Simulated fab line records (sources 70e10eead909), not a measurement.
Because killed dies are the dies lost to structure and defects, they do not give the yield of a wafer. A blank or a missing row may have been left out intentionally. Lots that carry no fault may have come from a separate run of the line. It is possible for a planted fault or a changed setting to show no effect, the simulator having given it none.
fab line records    flow nand-harc
record: lots: 13  wafers: 39  last-day: 24
route steps=1159 shown P_M2@350 P_BONDPAD@379 A_ONON_D1@438 A_CHANNEL_HOLE_D1@467
lots that met no fault: taken from a fault-free run of the same line
start-h: hours from the record's opening day to when the first of the lot's shown wafers began    wait-h: hours from the lot's prior step to this one    " unchanged from the row above    L1.1+2: one row covering several wafers at once    - no value, or no start given    * or withheld: withheld    < > ~ a bound
route shown NAME@n: a module of which the file shows steps, and the number in the route of the first    usual: mean/standard deviation taken from wafers without a fault    same: alike in all rows    chamber/n: place in a boat    sites: per-site readings    _std_site: the standard deviation of these    _edge_site: the outer-site mean with the inner-site mean subtracted    radius-mm: how far each site lies from the wafer's centre    mask NAME#n: copy n    behind: the last tool/chamber to shape the wafer    hold: the reason the lot was held/the length of the hold in hours/how it ended    device: the n, p or np transistor that did not switch    end of line: tests of these same wafers at the route's end    a step with no rows: only its recipe    killed: at the first sort, the dies lost to defects and structure; wafer yield is something else    map: a wafer's dies, marking killed ones x, the rest . and places with no die _
set.NAME: the setting the step ran with; set.NAME@STEP: the setting that earlier step ran with    model.NAME: the simulator's own value behind a step, which no gauge read
steps of the route over a sample of lots; a table a step, a row a wafer
services: the hour from which a tool's chamber was out of use, counted from the record's first day as start-h (under 0 if before that day), plus the number of hours and why
== steps ==
step: NHARC_P_M2_DEP_33
recipe: target-thk-a: 300  temp-c: 370  target-thk-nm: 30  pressure-torr: 3  flow-sccm: 200  rf-w: 450  material: SiCN
usual: heater-power-w: 608/100  susceptor-temp-C: 370.04/0.21
lot.wafer  tool      chamber  start-h  wait-h  heater-power-w  susceptor-temp-C
L945.1     pecvd-04  2        127.40   0.1     467             369.71
L945.3     "         0        "        "       503             370.01
L945.5     "         0        "        "       514             369.93
L947.3     pecvd-04  1        137.67   0.1     743             370.00
L947.2     "         0        "        "       530             370.13
L947.4     "         0        "        "       516             370.13
L946.2     pecvd-03  1        138.13   0.1     528             370.08
L946.3     "         2        "        "       696             370.14
L946.1     "         0        "        "       640             370.20
L948.1     pecvd-03  0        148.10   0.1     626             370.15
L948.5     "         0        "        "       644             369.69
L948.6     "         2        "        "       682             369.94
L949.6     pecvd-03  2        155.45   0.2     634             369.95
L949.5     "         0        "        "       692             369.90
L949.4     "         1        "        "       615             370.00
L952.3     pecvd-04  0        170.67   0.1     514             370.05
L952.1     "         1        "        "       780             369.74
L952.4     "         1        "        "       637             369.71
L954.3     pecvd-04  2        181.80   0.1     532             370.14
L954.4     "         2        "        "       516             369.99
L954.6     "         0        "        "       518             370.23
L959.2     pecvd-03  0        211.49   0.1     717             370.00
L959.4     "         0        "        "       581             370.32
L959.6     "         1        "        "       611             370.31
L961.2     pecvd-03  0        222.92   0.1     685             370.10
L961.1     "         2        "        "       754             370.11
L961.6     "         1        "        "       628             369.41
L960.2     pecvd-04  1        224.51   0.1     778             370.00
L960.1     "         2        "        "       416             370.09
L960.4     "         1        "        "       802             369.70
L963.2     pecvd-03  0        232.58   0.1     598             369.92
L963.3     "         2        "        "       639             370.19
L963.4     "         0        "        "       594             369.79
L965.1     pecvd-04  1        249.55   0.1     773             369.84
L965.2     "         2        "        "       427             370.06
L965.6     "         2        "        "       435             370.01
L968.3     pecvd-02  0        254.99   0.2     603             369.59
L968.4     "         2        "        "       538             369.64
L968.6     "         2        "        "       548             370.00
step: NHARC_P_BONDPAD_ANNEAL_28
recipe: temp-c: 225  time-s: 90
usual: anneal-temp-c: 225.02/0.17  wafer_temp_C_max: 225.89/0.26
lot.wafer  tool           chamber  start-h  wait-h  anneal-temp-c  wafer_temp_C_max
L945.1     rtp-anneal-02  0        130.83   -       224.86         225.99
L945.3     "              0        "        "       224.91         225.85
L945.5     "              0        "        "       225.18         226.39
L947.2     rtp-anneal-02  0        141.28   -       224.93         225.85
L947.3     "              0        "        "       224.79         225.59
L947.4     "              0        "        "       224.92         225.61
L946.1     rtp-anneal-01  0        141.68   0.3     224.80         225.88
L946.2     "              0        "        "       225.26         225.67
L946.3     "              0        "        "       224.88         225.56
L948.1     rtp-anneal-02  0        151.54   0.3     225.04         226.12
L948.5     "              0        "        "       225.31         225.82
L948.6     "              0        "        "       224.96         225.59
L949.4     rtp-anneal-01  0        158.95   -       225.20         226.06
L949.5     "              0        "        "       224.91         226.29
L949.6     "              0        "        "       225.18         226.23
L952.1     rtp-anneal-02  0        174.20   0.3     225.28         225.83
L952.3     "              0        "        "       225.06         225.98
L952.4     "              0        "        "       225.18         225.86
L954.3     rtp-anneal-02  0        185.55   -       225.06         225.96
L954.4     "              0        "        "       225.27         226.09
L954.6     "              0        "        "       224.79         225.84
L959.2     rtp-anneal-02  0        215.08   -       224.95         226.09
L959.4     "              0        "        "       225.03         225.70
L959.6     "              0        "        "       224.78         225.74
L961.1     rtp-anneal-02  0        226.46   -       224.96         226.13
L961.2     "              0        "        "       224.97         225.45
L961.6     "              0        "        "       225.20         225.67
L960.1     rtp-anneal-02  0        228.17   -       225.03         226.01
L960.2     "              0        "        "       224.87         225.34
L960.4     "              0        "        "       225.14         225.67
L963.2     rtp-anneal-01  0        236.24   0.3     224.94         225.55
L963.3     "              0        "        "       225.01         226.02
L963.4     "              0        "        "       225.17         225.79
L965.1     rtp-anneal-01  0        253.49   -       224.99         225.66
L965.2     "              0        "        "       225.04         225.96
L965.6     "              0        "        "       224.95         225.93
L968.3     rtp-anneal-01  0        258.62   0.3     224.90         226.29
L968.4     "              0        "        "       224.77         226.57
L968.6     "              0        "        "       224.70         225.94
step: NHARC_A_ONON_D1_DEP_19
recipe: target-thk-a: 10000  n2-flow-sccm: 2750  n2o-flow-sccm: 2000  nh3-flow-sccm: 500  sih4-flow-sccm: 210  temp-c: 400
usual: n2o-flow-sccm: 1999/5.9  susceptor-temp-C: 400.06/0.24
lot.wafer  tool           chamber  start-h  wait-h  n2o-flow-sccm  susceptor-temp-C
L945.1     pecvd-onon-01  0        163.63   0.1     1984           400.52
L945.3     "              0        "        "       1996           399.68
L945.5     "              0        "        "       1989           400.11
L946.1     pecvd-onon-02  0        177.06   0.1     1998           399.87
L946.2     "              0        "        "       1999           399.92
L946.3     "              0        "        "       1993           399.82
L947.2     pecvd-onon-01  0        177.13   0.1     1998           399.88
L947.3     "              0        "        "       1993           400.27
L947.4     "              0        "        "       1994           400.11
L948.1     pecvd-onon-01  0        187.34   0.1     1999           399.85
L948.5     "              0        "        "       2000           399.90
L948.6     "              0        "        "       2003           399.92
L949.4     pecvd-onon-02  0        193.22   0.2     1998           399.89
L949.5     "              0        "        "       1997           400.00
L949.6     "              0        "        "       2001           400.07
L952.1     pecvd-onon-03  0        207.53   0.1     2007           400.34
L952.3     "              0        "        "       1997           400.29
L952.4     "              0        "        "       2009           399.99
L954.3     pecvd-onon-01  0        223.29   0.2     1997           400.35
L954.4     "              0        "        "       2001           400.09
L954.6     "              0        "        "       2002           399.87
L959.2     pecvd-onon-02  0        253.95   0.1     1999           400.12
L959.4     "              0        "        "       1998           400.16
L959.6     "              0        "        "       1998           400.07
L961.1     pecvd-onon-02  0        260.68   0.1     1997           399.80
L961.2     "              0        "        "       1997           399.66
L961.6     "              0        "        "       1990           399.60
L960.1     pecvd-onon-03  0        260.69   0.1     2005           399.97
L960.2     "              0        "        "       2000           400.03
L960.4     "              0        "        "       2006           399.83
L963.2     pecvd-onon-02  0        272.12   0.1     2003           400.15
L963.3     "              0        "        "       1992           399.90
L963.4     "              0        "        "       2001           399.94
L965.1     pecvd-onon-03  0        288.26   0.1     1997           400.29
L965.2     "              0        "        "       2001           400.38
L965.6     "              0        "        "       1993           400.61
L968.3     pecvd-onon-03  0        292.47   0.2     2004           400.31
L968.4     "              0        "        "       2008           400.03
L968.6     "              0        "        "       2000           400.42
step: NHARC_A_ONON_D1_THK_MEAS_21
recipe: thk-meas-gauge: ellipsometry
usual: thk-nm: 1002/9.1
lot.wafer  tool           chamber  start-h  wait-h  thk-nm
L945.1     film-metro-02  -        164.14   -       1003
L945.3     "              -        "        "       1002
L945.5     "              -        "        "       1001
L946.1     film-metro-01  -        177.57   -       1004
L946.2     "              -        "        "       1004
L946.3     "              -        "        "       1003
L947.2     film-metro-02  -        177.58   -       1005
L947.3     "              -        "        "       1005
L947.4     "              -        "        "       1005
L948.1     film-metro-02  -        187.85   -       997
L948.5     "              -        "        "       997
L948.6     "              -        "        "       997
L949.4     film-metro-02  -        193.56   -       1001
L949.5     "              -        "        "       1000
L949.6     "              -        "        "       1000
L952.1     film-metro-02  -        208.04   -       990
L952.3     "              -        "        "       992
L952.4     "              -        "        "       992
L954.3     film-metro-01  -        223.68   -       1053
L954.4     "              -        "        "       1051
L954.6     "              -        "        "       1053
L959.2     film-metro-02  -        254.41   -       987
L959.4     "              -        "        "       989
L959.6     "              -        "        "       987
L961.1     film-metro-01  -        261.19   -       1010
L961.2     "              -        "        "       1013
L961.6     "              -        "        "       1011
L960.1     film-metro-02  -        261.20   -       982
L960.2     "              -        "        "       982
L960.4     "              -        "        "       983
L963.2     film-metro-02  -        272.56   -       999
L963.3     "              -        "        "       1001
L963.4     "              -        "        "       1000
L965.1     film-metro-02  -        288.77   -       1009
L965.2     "              -        "        "       1007
L965.6     "              -        "        "       1008
L968.3     film-metro-01  -        292.87   -       1008
L968.4     "              -        "        "       1010
L968.6     "              -        "        "       1009
step: NHARC_A_CHANNEL_HOLE_D1_ETCH_39
recipe: target-depth-a: 2600  over-etch-frac: 0.3  time-s: 325  ion-energy-ev: 200  n2-flow-sccm: 150  h2-flow-sccm: 150  ar-flow-sccm: 0  rf-w: 400  bias-w: 150  chemistry: N2/H2
usual: drypump-motor-current-A: 5.4/0.34  oes-product-au: 1.000/0.0076  rf-vpp-V: 432.4/1.9  showerhead-plenum-p-Torr: 2.11/0.062  throttle-valve-pct: 14.171/0.0099
lot.wafer  tool         chamber  start-h  wait-h  drypump-motor-current-A  oes-product-au  rf-hours-counter-h  rf-vpp-V  showerhead-plenum-p-Torr  throttle-valve-pct
L945.1     rie-diel-03  2        -        -       5.5                      0.999           9                   433.1     2.14                      14.167
L945.3     "            1        "        "       5.5                      1.009           10                  431.5     2.10                      14.173
L945.5     "            3        "        "       5.0                      1.002           -                   435.2     2.15                      14.172
L947.4     rie-diel-12  3        -        -       4.9                      1.007           8                   433.0     2.11                      14.174
L947.3     "            1        "        "       5.4                      1.008           9                   430.5     2.10                      14.168
L947.2     "            2        "        "       5.8                      0.995           11                  432.8     2.16                      14.186
L946.1     rie-diel-07  3        -        -       6.2                      0.998           8                   432.4     2.14                      14.174
L946.2     "            0        "        "       5.8                      1.012           7                   434.3     2.14                      14.181
L946.3     "            1        "        "       6.0                      0.990           7                   428.9     1.96                      14.171
L948.1     rie-diel-03  1        -        -       5.5                      1.003           11                  432.3     2.10                      14.179
L948.5     "            2        "        "       5.5                      0.986           -                   434.4     2.14                      14.176
L948.6     "            3        "        "       5.0                      0.982           -                   433.5     2.15                      14.169
L949.4     rie-diel-03  0        -        -       5.3                      0.983           11                  430.0     1.99                      14.161
L949.5     "            3        "        "       5.0                      0.989           -                   433.9     2.15                      14.181
L949.6     "            0        "        "       5.3                      0.995           -                   428.7     1.99                      14.154
L952.1     rie-diel-12  1        -        -       5.4                      1.009           0                   432.5     2.10                      14.165
L952.4     "            2        "        "       5.8                      1.001           0                   434.2     2.15                      14.157
L952.3     "            0        "        "       5.7                      1.003           0                   434.4     2.20                      14.172
L954.4     rie-diel-12  3        -        -       4.9                      1.005           2                   434.2     2.11                      14.159
L954.3     "            0        "        "       5.7                      1.009           2                   434.3     2.20                      14.162
L954.6     "            0        "        "       5.7                      1.005           -                   435.0     2.20                      14.183
L959.4     rie-diel-03  1        -        -       5.6                      1.012           2                   430.5     2.10                      14.182
L959.2     "            3        "        "       5.0                      1.001           2                   433.5     2.15                      14.161
L959.6     "            1        "        "       5.6                      1.012           -                   432.2     2.10                      14.188
L961.2     rie-diel-12  1        -        -       5.4                      1.000           5                   432.2     2.10                      14.172
L961.1     "            2        "        "       5.8                      0.993           4                   433.6     2.15                      14.180
L961.6     "            1        "        "       5.4                      1.004           -                   431.8     2.10                      14.180
L960.2     rie-diel-03  0        -        -       5.3                      0.988           2                   427.1     1.99                      14.179
L960.4     "            2        "        "       5.5                      0.991           3                   434.4     2.14                      14.176
L960.1     "            3        "        "       4.9                      0.994           3                   433.5     2.15                      14.178
L963.3     rie-diel-12  0        -        -       5.7                      0.992           7                   434.7     2.20                      14.183
L963.4     "            1        "        "       5.4                      1.001           7                   432.0     2.10                      14.165
L963.2     "            2        "        "       5.8                      0.998           6                   434.4     2.15                      14.167
L965.1     rie-diel-07  0        -        -       5.8                      0.998           4                   433.3     2.14                      14.156
L965.2     "            2        "        "       5.5                      1.003           2                   431.0     2.06                      14.167
L965.6     "            3        "        "       6.2                      1.008           -                   433.9     2.14                      14.171
L968.4     rie-diel-03  3        -        -       4.9                      1.001           5                   432.5     2.15                      14.149
L968.3     "            0        "        "       5.3                      1.010           4                   429.4     1.99                      14.161
L968.6     "            3        "        "       5.0                      0.999           -                   433.1     2.15                      14.156
== services ==
tool           chamber  start-h  hours  kind
pecvd-onon-02  -        111.07   13.0   pm
pecvd-03       -        111.15   13.0   pm
pecvd-03       0        111.15   13.0   vent-cycle
rie-diel-12    1        117.41   19.6   repair
rie-diel-03    3        117.88   47.0   repair
rie-diel-12    3        124.57   32.5   repair
rie-diel-12    -        132.07   0.2    repair
rie-diel-03    2        146.31   4.8    repair
pecvd-02       -        153.07   13.0   pm
pecvd-onon-03  -        153.28   13.0   pm
rie-diel-03    2        158.31   7.9    repair
rie-diel-12    1        185.21   3.9    repair
pecvd-onon-01  -        195.00   13.0   pm
pecvd-04       -        195.11   13.0   pm
rie-diel-12    -        202.41   9.0    pm
rie-diel-07    1        207.07   8.9    repair
rie-diel-03    -        215.30   9.0    pm
rie-diel-07    -        228.26   9.0    pm
pecvd-03       1        230.01   7.7    repair
pecvd-02       1        252.77   4.7    repair
pecvd-02       1        278.56   7.6    repair
rie-diel-03    0        285.91   1.9    repair
pecvd-onon-02  -        292.14   13.0   pm
pecvd-03       -        292.15   13.0   pm
== key ==
first-sign: step: NHARC_A_ONON_D1_THK_MEAS_21  reading: thk-nm  direction: up  sigmas: 5.5  usual: 1002  struck: 1053
effect none on later readings
met-at NHARC_A_ONON_D1_DEP_19
struck-lots L954
sort-left-out L954.3,L954.4,L954.6
tester-left-out L954
not-acting-at NHARC_P_M2_DEP_33,NHARC_P_BONDPAD_ANNEAL_28,NHARC_A_CHANNEL_HOLE_D1_ETCH_39
onset-between 187.34 223.29
fault: kind: process-parameter-drift  tool: pecvd-onon-01  chamber: -  onset-h: 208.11  steps: NHARC_A_ONON_D1_DEP_19  channel: target-thk-a  offset: *  shape: step  end-h: 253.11  acts-in: *  stated: *
tester-left-out: of these lots the tester's yield and bins aren't shown, on N5 and GAA mostly nor the transistor test; their killed dies are dies lost to structure and defects alone, not to doping, threshold or leakage, so they don't give the yield
sort-left-out: the simulated sort isn't trusted on such a fault, so these wafers' sort isn't shown, and their yield isn't known
